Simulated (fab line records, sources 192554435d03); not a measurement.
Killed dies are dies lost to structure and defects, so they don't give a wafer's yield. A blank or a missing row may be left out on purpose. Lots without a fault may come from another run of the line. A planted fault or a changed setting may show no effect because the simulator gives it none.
Chamber matching | flow n5_finfet | N5_BEOL_M5_DEP_56 on pecvd-04: 3 sister chambers
The step deposits SiCN from 3MS/NH3, target thk 8 nm, time 14 s. 3 wafers are shown with their chamber, then 8 later ones without.

WAFERS WITH THEIR CHAMBER
wafer  | chamber | throttle_valve_pct (%)
L538.4 | 1       | 9.1
L540.6 | 0       | 9.3
L541.1 | 2       | 7.9

WAFERS WITHOUT THEIR CHAMBER
wafer  | throttle_valve_pct (%)
L541.2 | 9.5
L541.3 | 9.0
L546.1 | 8.2
L546.4 | 8.8
L546.5 | 8.0
L548.2 | 8.0
L548.3 | 9.1
L548.6 | 9.1

WHICH CHAMBER EACH WENT THROUGH
wafer  | from the rows above     | in truth
L541.2 | can't be placed: 0 or 1 | 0
L541.3 | can't be placed: 1 or 0 | 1
L546.1 | 2                       | 2
L546.4 | can't be placed: 1 or 0 | 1
L546.5 | 2                       | 2
L548.2 | 2                       | 2
L548.3 | can't be placed: 1 or 0 | 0
L548.6 | can't be placed: 1 or 0 | 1
Placed correctly: 3 of 8. Can't be placed from these rows: 5 (the true chamber is among the candidates in 5). Placed wrongly: 0.
How it was worked out, from the rows above alone: a wafer's distance from a chamber is the root of the sum, over the readings, of the square of ((its reading less the chamber's mean) divided by the reading's scatter). The wafer belongs to the nearest chamber; if the next one is less than 2 further off, it can't be placed. A chamber's mean is the mean of its shown wafers. The scatter: with one shown wafer a chamber, the root of the mean of the squares of how far each hidden wafer lies from its nearest shown one.
